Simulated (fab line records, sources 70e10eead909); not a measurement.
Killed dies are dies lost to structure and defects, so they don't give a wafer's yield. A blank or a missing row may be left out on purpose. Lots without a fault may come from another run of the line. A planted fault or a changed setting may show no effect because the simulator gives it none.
fab line records | flow nand_harc | part 2 of 2: steps 24 to 37 of 37
record lots=5 wafers=15 last_day=22
route steps=1159 shown A_BLC@967 A_M0@994
lots that met no fault: from a run of the same line without faults
start_h: hours from the record's first day to the start of the lot's first wafer shown | wait_h: hours since the lot's step before | " the same as in the row above | L1.1+2: a row that stands for several wafers | - no value, or no start given | * or withheld: withheld | < > ~ a bound
route shown NAME@n: a module of which the file shows steps, and the number in the route of the first | usual: mean/standard deviation of fault-free wafers | same: alike in all rows | chamber/n: place in a boat | sites: the reading at each site | _std_site: their standard deviation | _edge_site: outer sites' mean less inner sites' | radius_mm: how far each site lies from the wafer's centre | mask NAME#n: copy n | behind: the tool/chamber that last shaped the wafer | hold: why the lot was held/for how many hours/how that ended | device: the transistor (n, p or np) that didn't switch | end of line: the same wafers' tests at the end of the route | a step without rows: its recipe alone | killed: dies lost to structure and defects at the first sort, not the wafer's yield | map: a wafer's dies, x killed, . not, _ none there
set.NAME: the setting as run; set.NAME@STEP: as run at that earlier step | model.NAME: the simulator's own value behind a step, which no gauge read
lots at some steps of the route; a table a step, a row a wafer
services: from which hour (start_h, from the record's first day; less than 0 if before it) a tool's chamber was out of use, for how many hours, and why
## steps
# step NHARC_A_BLC_CMP_25
# recipe t_overpolish_s=30 target_thk_nm=150
# usual motor_current_A=12.0/1 overpolish_run_s=30.000/0.009 time_to_endpoint_s=28.5/2.6
# columns lot.wafer tool chamber start_h wait_h motor_current_A overpolish_run_s time_to_endpoint_s
L074.3 cmp-01 1 411.17 0.3 11.7 29.996 29.7
L074.1 " 3 " " 12.8 29.988 26.2
L074.5 " 2 " " 11.5 29.995 25.9
L077.4 cmp-03 2 425.01 0.3 10.5 30.005 27.5
L077.2 " 3 " " 11.8 29.991 30.4
L077.6 " 1 " " 13.6 30.010 27.1
L080.1 cmp-01 0 430.29 0.8 13.3 30.003 28.7
L080.2 " 1 " " 12.0 30.017 28.0
L080.3 " 2 " " 11.3 29.999 29.6
L081.4 cmp-03 1 440.70 0.3 14.8 30.007 28.4
L081.2 " 2 " " 10.5 30.013 27.5
L081.5 " 0 " " 11.3 29.985 31.9
L085.3 cmp-03 3 473.93 0.2 11.4 30.013 31.8
L085.4 " 2 " " 10.9 29.989 28.1
L085.6 " 3 " " 11.7 29.983 29.5
# step NHARC_A_BLC_SRD_27
# columns lot.wafer tool chamber start_h wait_h
L074.1+3+5 wet_bench-05 3,4,5 411.49 0.0
L077.4+6+2 wet_bench-09 2,3,4 425.32 0.0
L080.1+3+2 wet_bench-09 0,1,2 430.59 0.0
L081.4+5+2 wet_bench-09 5,6,7 441.01 0.0
L085.6+3+4 wet_bench-05 2,3,7 474.25 0.0
# step NHARC_A_BLC_INSPECT_28
# usual raw_defect_count=439/140
# columns lot.wafer tool chamber start_h wait_h raw_defect_count
L074.1 defect_inspect-02 - 411.58 0.1 840
L074.3 " - " " 640
L074.5 " - " " 770
L077.2 defect_inspect-01 - 425.40 0.1 591
L077.4 " - " " 666
L077.6 " - " " 499
L080.1 defect_inspect-01 - 430.67 0.1 325
L080.2 " - " " 261
L080.3 " - " " 302
L081.2 defect_inspect-02 - 441.09 0.1 459
L081.4 " - " " 484
L081.5 " - " " 434
L085.3 defect_inspect-02 - 474.34 0.1 409
L085.4 " - " " 413
L085.6 " - " " 399
# step NHARC_A_M0_DEP_00
# recipe target_thk_a=1500 target_thk_nm=150 temp_c=withheld pressure_torr=5 flow_sccm=200 rf_w=600 material=SiOC
# usual chamber_pressure_Torr=5.000/0.011 showerhead_vpp_V=1540/77
# columns lot.wafer tool chamber start_h wait_h chamber_pressure_Torr showerhead_vpp_V
L074.1 pecvd-03 0 411.69 0.1 4.989 1499
L074.3 " 1 " " 5.004 1615
L074.5 " 2 " " 4.992 1478
L077.2 pecvd-04 2 425.53 0.1 5.002 1517
L077.4 " 1 " " 4.995 1517
L077.6 " 2 " " 4.997 1533
L080.3 pecvd-04 2 430.74 0.1 5.002 1546
L080.2 " 0 " " 4.982 1730
L080.1 " 1 " " 4.990 1484
L081.2 pecvd-01 2 441.15 0.1 4.995 1511
L081.5 " 2 " " 5.000 1537
L081.4 " 1 " " 5.014 1475
L085.3 pecvd-04 1 474.49 0.2 5.014 1503
L085.4 " 2 " " 4.996 1542
L085.6 " 1 " " 5.006 1492
# step NHARC_A_M0_DEHYDRATE_01
# recipe temp_c=150 time_s=120
# same time_s=120
# columns lot.wafer tool chamber start_h wait_h
L074.1+3+5 litho_track-01 0 412.05 -
L077.2+4+6 litho_track-01 0 425.89 -
L080.1+2+3 litho_track-04 0 431.14 -
L081.2+4+5 litho_track-04 0 441.56 -
L085.3+4+6 litho_track-06 0 474.81 -
# step NHARC_A_M0_HMDS_02
# recipe time_s=30
# same time_s=30
# columns lot.wafer tool chamber start_h wait_h
L074.1+3+5 litho_track-01 0 - -
L077.2+4+6 litho_track-01 0 - -
L080.1+2+3 litho_track-04 0 - -
L081.2+4+5 litho_track-04 0 - -
L085.3+4+6 litho_track-06 0 - -
# step NHARC_A_M0_COAT_33
# recipe temp_c=200 time_s=65
# same time_s=65
# columns lot.wafer tool chamber start_h wait_h
L074.1+3+5 litho_track-01 0 - -
L077.2+4+6 litho_track-01 0 - -
L080.1+2+3 litho_track-04 0 - -
L081.2+4+5 litho_track-04 0 - -
L085.3+4+6 litho_track-06 0 - -
# step NHARC_A_M0_COAT_03
# recipe spin_rpm=1500 resist_thk_nm=90
# usual dispense_pressure_kPa=46.3/2.6
# columns lot.wafer tool chamber start_h wait_h dispense_pressure_kPa
L074.1 litho_track-01 0 - - 43.9
L074.3 " 0 " " 43.9
L074.5 " 0 " " 43.9
L077.2 litho_track-01 0 - - 43.8
L077.4 " 0 " " 43.8
L077.6 " 0 " " 43.8
L080.1 litho_track-04 0 - - 48.4
L080.2 " 0 " " 48.5
L080.3 " 0 " " 48.5
L081.2 litho_track-04 0 - - 48.5
L081.4 " 0 " " 48.5
L081.5 " 0 " " 48.5
L085.3 litho_track-06 0 - - 49.6
L085.4 " 0 " " 49.6
L085.6 " 0 " " 49.6
# step NHARC_A_M0_SOFTBAKE_04
# recipe temp_c=105 time_s=55
# same time_s=55
# columns lot.wafer tool chamber start_h wait_h
L074.1+3+5 litho_track-01 0 - -
L077.2+4+6 litho_track-01 0 - -
L080.1+2+3 litho_track-04 0 - -
L081.2+4+5 litho_track-04 0 - -
L085.3+4+6 litho_track-06 0 - -
# step NHARC_A_M0_EBR_05
# columns lot.wafer tool chamber start_h wait_h
L074.1+3+5 litho_track-01 0 - -
L077.2+4+6 litho_track-01 0 - -
L080.1+2+3 litho_track-04 0 - -
L081.2+4+5 litho_track-04 0 - -
L085.3+4+6 litho_track-06 0 - -
# step NHARC_A_M0_EXPOSE_06
# recipe na=1.35 target_cd_nm=80 dose_mj=83.25 mask_id=A_M0
# usual stage_vel_mm_s=500.01/0.25
# columns lot.wafer tool chamber start_h wait_h mask stage_vel_mm_s
L074.1 arfi_scanner-03 0 412.33 - A_M0#0 500.53
L074.3 " 0 " " A_M0#0 500.41
L074.5 " 0 " " A_M0#0 500.25
L077.2 arfi_scanner-03 0 426.19 - A_M0#0 499.75
L077.4 " 0 " " A_M0#0 499.52
L077.6 " 0 " " A_M0#0 500.20
L080.1 arfi_scanner-01 0 431.43 - A_M0#0 499.67
L080.2 " 0 " " A_M0#0 500.21
L080.3 " 0 " " A_M0#0 500.04
L081.2 arfi_scanner-02 0 441.85 - A_M0#0 500.34
L081.4 " 0 " " A_M0#0 500.16
L081.5 " 0 " " A_M0#0 500.05
L085.3 arfi_scanner-03 0 474.98 - A_M0#0 499.99
L085.4 " 0 " " A_M0#0 500.27
L085.6 " 0 " " A_M0#0 499.72
# step NHARC_A_M0_PEB_07
# recipe peb_temp_c=100 peb_time_s=65
# columns lot.wafer tool chamber start_h wait_h
L074.1+3+5 litho_track-01 0 412.39 0.1
L077.2+4+6 litho_track-06 0 426.25 0.1
L080.1+2+3 litho_track-06 0 431.49 0.1
L081.2+4+5 litho_track-06 0 441.91 0.1
L085.3+4+6 litho_track-01 0 475.04 0.0
# step NHARC_A_M0_DEVELOP_08
# recipe develop_time_s=35 dev_temp_c=23
# columns lot.wafer tool chamber start_h wait_h
L074.1+3+5 litho_track-01 0 - -
L077.2+4+6 litho_track-06 0 - -
L080.1+2+3 litho_track-06 0 - -
L081.2+4+5 litho_track-06 0 - -
L085.3+4+6 litho_track-01 0 - -
# step NHARC_A_M0_CD_MEAS_09
# recipe target_cd_nm=80 landing_energy_ev=500
# usual cd_nm=79.9/0.69
# same landing_energy_ev=500
# columns lot.wafer tool chamber start_h wait_h cd_nm
L074.1 cd_sem-02 0 412.47 - 80.0
L074.3 " 0 " " 80.5
L074.5 " 0 " " 80.9
L077.2 cd_sem-02 0 426.33 - 80.0
L077.4 " 0 " " 79.9
L077.6 " 0 " " 80.0
L080.1 cd_sem-01 0 431.57 - 80.2
L080.2 " 0 " " 79.9
L080.3 " 0 " " 79.9
L081.2 cd_sem-03 0 441.99 - 79.7
L081.4 " 0 " " 80.1
L081.5 " 0 " " 79.5
L085.3 cd_sem-02 0 475.12 - 79.9
L085.4 " 0 " " 79.9
L085.6 " 0 " " 79.0
## services
# columns tool chamber start_h hours kind
pecvd-04 2 383.36 9.2 repair
rie_diel-02 0 385.77 - clean
rie_diel-02 1 385.77 - clean
cmp-01 - 385.85 4.0 pm
ald_metal-01 0 407.91 31.2 repair
wet_bench-02 - 416.40 5.7 repair
cmp-01 - 417.58 0.6 repair
pecvd-01 - 418.61 13.0 pm
arfi_scanner-02 - 428.00 4.0 pm
cvd_w-01 0 429.03 9.8 repair
rie_diel-02 0 433.37 4.7 repair
cmp-03 - 439.07 1.0 repair
litho_track-01 - 443.00 7.0 pm
cmp-03 - 450.02 4.0 pm
cmp-01 - 453.75 0.2 repair
ald_metal-01 - 458.00 10.0 pm
pvd_sputter-03 - 458.00 10.0 pm
cmp-03 - 461.71 1.7 repair
wet_bench-09 - 464.80 8.0 pm
rie_diel-04 - 465.90 9.0 pm
litho_track-06 - 467.00 7.0 pm
arfi_scanner-01 - 471.56 1.7 repair
wet_bench-02 - 472.42 6.8 repair
pecvd-03 - 473.37 13.0 pm
